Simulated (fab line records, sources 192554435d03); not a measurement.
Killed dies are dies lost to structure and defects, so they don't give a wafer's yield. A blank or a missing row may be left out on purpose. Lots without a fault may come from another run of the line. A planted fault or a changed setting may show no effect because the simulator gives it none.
Which tool did it? | flow n5_finfet | 24 lots, 72 wafers sampled, at 5 steps of a route of 1938

WHAT THE GAUGES READ, wafer by wafer
N5_BEOL_M5_CD_MEAS_35: target cd 28 nm, target cd y 24 nm.
lot  | measured     | on        | cd_nm (nm)
L074 | day 8 14:11  | cd_sem-03 | 28.0 28.1 28.3
L075 | day 9 02:49  | cd_sem-01 | 28.1 27.7 28.1
L077 | day 9 09:15  | cd_sem-01 | 28.1 27.4 28.1
L076 | day 9 09:39  | cd_sem-02 | 28.1 28.7 28.4
L078 | day 9 13:37  | cd_sem-03 | 27.6 27.7 28.4
L079 | day 9 17:00  | cd_sem-03 | 28.4 28.5 28.3
L081 | day 11 01:49 | cd_sem-02 | 28.7 28.3 28.0
L082 | day 11 01:55 | cd_sem-03 | 28.4 28.7 27.8
L083 | day 11 02:18 | cd_sem-03 | 28.6 28.5 28.0
L080 | day 11 08:03 | cd_sem-02 | 28.0 27.9 28.5
L084 | day 11 10:11 | cd_sem-02 | 28.4 28.2 28.2
L085 | day 11 10:45 | cd_sem-03 | 28.2 27.3 27.7
L086 | day 12 03:51 | cd_sem-03 | 28.0 28.4 28.4
L090 | day 12 07:11 | cd_sem-03 | 28.5 27.9 27.7
L087 | day 13 00:13 | cd_sem-01 | 27.9 28.4 27.3
L088 | day 13 06:19 | cd_sem-02 | 28.4 28.7 28.5
L089 | day 13 09:15 | cd_sem-02 | 27.7 27.7 28.2
L091 | day 13 09:27 | cd_sem-01 | 28.0 27.5 27.7
L092 | day 14 07:02 | cd_sem-02 | 28.4 28.1 28.3
L094 | day 14 22:31 | cd_sem-01 | 27.7 28.3 27.8
L093 | day 15 02:51 | cd_sem-02 | 27.7 28.1 27.7
L097 | day 15 03:02 | cd_sem-03 | 27.6 27.8 28.2
L095 | day 15 10:04 | cd_sem-02 | 27.7 27.7 27.6
L096 | day 15 13:41 | cd_sem-02 | 28.0 27.6 27.6

N5_BEOL_M7_INSPECT_13: inspects for defects (brightfield).
lot  | measured     | on                | raw_defect_count
L074 | day 9 06:58  | defect_inspect-01 | 382 441 452
L075 | day 10 00:50 | defect_inspect-02 | 353 307 349
L077 | day 10 01:00 | defect_inspect-02 | 464 591 403
L076 | day 10 05:55 | defect_inspect-02 | 357 321 368
L078 | day 10 06:17 | defect_inspect-01 | 458 435 413
L079 | day 10 09:14 | defect_inspect-02 | 401 497 395
L081 | day 11 19:58 | defect_inspect-01 | 517 384 404
L082 | day 11 19:16 | defect_inspect-01 | 283 304 384
L083 | day 11 23:28 | defect_inspect-01 | 593 491 730
L080 | day 12 00:21 | defect_inspect-01 | 548 402 600
L084 | day 12 03:44 | defect_inspect-02 | 411 374 386
L085 | day 12 07:04 | defect_inspect-02 | 396 370 331
L086 | day 12 18:16 | defect_inspect-01 | 456 329 381
L090 | day 13 00:02 | defect_inspect-02 | 442 482 457
L087 | day 13 22:08 | defect_inspect-01 | 345 403 403
L088 | day 14 01:36 | defect_inspect-02 | 357 362 543
L089 | day 14 03:10 | defect_inspect-01 | 428 624 598
L091 | day 14 06:44 | defect_inspect-02 | 336 339 345
L092 | day 15 00:58 | defect_inspect-01 | 411 451 559
L094 | day 15 17:55 | defect_inspect-01 | 382 314 314
L093 | day 15 21:55 | defect_inspect-02 | 473 431 550
L097 | day 15 21:21 | defect_inspect-01 | 350 594 428
L095 | day 16 06:23 | defect_inspect-01 | 270 305 395
L096 | day 16 07:10 | defect_inspect-02 | 277 364 282

WHICH TOOL RAN EACH LOT (tool, then ch and the chambers of the sampled wafers, then the start)
lot  | N5_BEOL_M5_PRE_CLEAN_45      | N5_BEOL_M6_SURFACE_TREAT_79  | N5_BEOL_M7_CURE_74
L074 | pvd_sputter-03, day 8 15:01  | pvd_sputter-02, day 9 03:58  | uv_cure-02 ch 1, day 9 05:24
L075 | pvd_sputter-02, day 9 04:07  | pvd_sputter-01, day 9 19:07  | uv_cure-03 ch 2, day 9 21:15
L077 | pvd_sputter-01, day 9 09:46  | pvd_sputter-02, day 9 21:09  | uv_cure-02 ch 1, day 9 22:39
L076 | pvd_sputter-03, day 9 11:00  | pvd_sputter-02, day 10 01:12 | uv_cure-03 ch 0, day 10 03:37
L078 | pvd_sputter-01, day 9 14:54  | pvd_sputter-03, day 10 02:50 | uv_cure-01 ch 2, day 10 04:53
L079 | pvd_sputter-03, day 9 17:40  | pvd_sputter-03, day 10 05:35 | uv_cure-02 ch 0, day 10 06:55
L081 | pvd_sputter-01, day 11 02:21 | pvd_sputter-02, day 11 16:39 | uv_cure-03 ch 2, day 11 18:43
L082 | pvd_sputter-01, day 11 03:05 | pvd_sputter-01, day 11 16:12 | uv_cure-01 ch 2, day 11 18:02
L083 | pvd_sputter-01, day 11 03:10 | pvd_sputter-01, day 11 19:00 | uv_cure-01 ch 2, day 11 20:50
L080 | pvd_sputter-01, day 11 08:47 | pvd_sputter-03, day 11 19:31 | uv_cure-02 ch 0, day 11 22:54
L084 | pvd_sputter-01, day 11 10:40 | pvd_sputter-02, day 11 23:44 | uv_cure-02 ch 2, day 12 01:38
L085 | pvd_sputter-01, day 11 11:25 | pvd_sputter-02, day 12 04:32 | uv_cure-02 ch 2, day 12 05:53
L086 | pvd_sputter-02, day 12 04:17 | pvd_sputter-02, day 12 15:01 | uv_cure-02 ch 1, day 12 16:20
L090 | pvd_sputter-01, day 12 07:43 | pvd_sputter-02, day 12 19:12 | uv_cure-01 ch 0, day 12 21:14
L087 | pvd_sputter-01, day 13 00:44 | pvd_sputter-01, day 13 18:02 | uv_cure-01 ch 0, day 13 19:31
L088 | pvd_sputter-03, day 13 06:43 | pvd_sputter-02, day 13 21:20 | uv_cure-01 ch 1, day 13 23:01
L089 | pvd_sputter-01, day 13 10:13 | pvd_sputter-01, day 14 00:14 | uv_cure-03 ch 0, day 14 01:38
L091 | pvd_sputter-01, day 13 10:18 | pvd_sputter-02, day 14 02:34 | uv_cure-02 ch 0, day 14 04:04
L092 | pvd_sputter-01, day 14 07:50 | pvd_sputter-01, day 14 21:38 | uv_cure-02 ch 2, day 14 22:55
L094 | pvd_sputter-03, day 14 23:14 | pvd_sputter-01, day 15 14:11 | uv_cure-02 ch 0, day 15 15:33
L093 | pvd_sputter-01, day 15 03:44 | pvd_sputter-03, day 15 18:16 | uv_cure-01 ch 1, day 15 19:48
L097 | pvd_sputter-02, day 15 03:45 | pvd_sputter-03, day 15 14:52 | uv_cure-01 ch 1, day 15 18:15
L095 | pvd_sputter-03, day 15 10:28 | pvd_sputter-03, day 16 02:00 | uv_cure-03 ch 2, day 16 03:31
L096 | pvd_sputter-03, day 15 14:10 | pvd_sputter-03, day 16 02:56 | uv_cure-03 ch 1, day 16 04:23
- N5_BEOL_M5_PRE_CLEAN_45: time 30 s.
- N5_BEOL_M6_SURFACE_TREAT_79
- N5_BEOL_M7_CURE_74: cures SiCOH lowk, time 240 s.

WHAT THE TOOLS THEMSELVES READ (means of the sampled wafers that have a number; where no wafer has one, the mark that the record gives instead)
N5_BEOL_M5_PRE_CLEAN_45.
lot  | tool           | heater_power_w (W)
L074 | pvd_sputter-03 | 346
L075 | pvd_sputter-02 | 349
L077 | pvd_sputter-01 | 329
L076 | pvd_sputter-03 | 342
L078 | pvd_sputter-01 | 330
L079 | pvd_sputter-03 | 340
L081 | pvd_sputter-01 | 335
L082 | pvd_sputter-01 | 344
L083 | pvd_sputter-01 | 346
L080 | pvd_sputter-01 | 341
L084 | pvd_sputter-01 | 339
L085 | pvd_sputter-01 | 337
L086 | pvd_sputter-02 | 355
L090 | pvd_sputter-01 | 335
L087 | pvd_sputter-01 | 330
L088 | pvd_sputter-03 | 333
L089 | pvd_sputter-01 | 347
L091 | pvd_sputter-01 | 340
L092 | pvd_sputter-01 | 339
L094 | pvd_sputter-03 | 329
L093 | pvd_sputter-01 | 335
L097 | pvd_sputter-02 | 349
L095 | pvd_sputter-03 | 331
L096 | pvd_sputter-03 | 336

N5_BEOL_M7_CURE_74.
lot  | tool       | lamp_power_pct (%) | wafer_temp_C_max
L074 | uv_cure-02 | 52.34              | 386.3
L075 | uv_cure-03 | 52.36              | 386.4
L077 | uv_cure-02 | 52.36              | 386.4
L076 | uv_cure-03 | 52.33              | 386.3
L078 | uv_cure-01 | 52.36              | 387.2
L079 | uv_cure-02 | 52.31              | 386.5
L081 | uv_cure-03 | 52.29              | 386.1
L082 | uv_cure-01 | 52.35              | 386.7
L083 | uv_cure-01 | 52.32              | 387.2
L080 | uv_cure-02 | 52.32              | 386.5
L084 | uv_cure-02 | 52.38              | 387.1
L085 | uv_cure-02 | 52.30              | 386.8
L086 | uv_cure-02 | 52.26              | 386.5
L090 | uv_cure-01 | 52.30              | 386.9
L087 | uv_cure-01 | 52.32              | 387.3
L088 | uv_cure-01 | 52.31              | 386.1
L089 | uv_cure-03 | 52.31              | 386.2
L091 | uv_cure-02 | 52.27              | 386.1
L092 | uv_cure-02 | 52.34              | 387.3
L094 | uv_cure-02 | 52.32              | 386.5
L093 | uv_cure-01 | 52.36              | 385.9
L097 | uv_cure-01 | 52.31              | 386.7
L095 | uv_cure-03 | 52.32              | 385.8
L096 | uv_cure-03 | 52.29              | 386.5

THE ANSWER, worked out from the rows above alone
Rule: what is usual is taken from the lots themselves. Put in order of their means at a reading, lots are off if they are a third of the lots or fewer, leave a main group of 4 or more, and stand apart from it by a gap of 3 or more times the standard deviation of the main group's means; of several such gaps the widest counts. A main group whose means are all the same, to the digits that the tables above print for the reading, isn't used. A lot without any number at a reading at which 4 lots or more have one is off too. The other lots that the step has rows for count as sound. The gauges are gone through in route order, then the tools' own readings, and for those a lot's mean is taken as printed above. The first step at which some lot is off is used, and at that step the reading that is off furthest; a lot without a number counts as furthest.
No lot is off at any reading shown: from this, nothing can be told.

WHAT THE SIMULATOR HAD PUT IN
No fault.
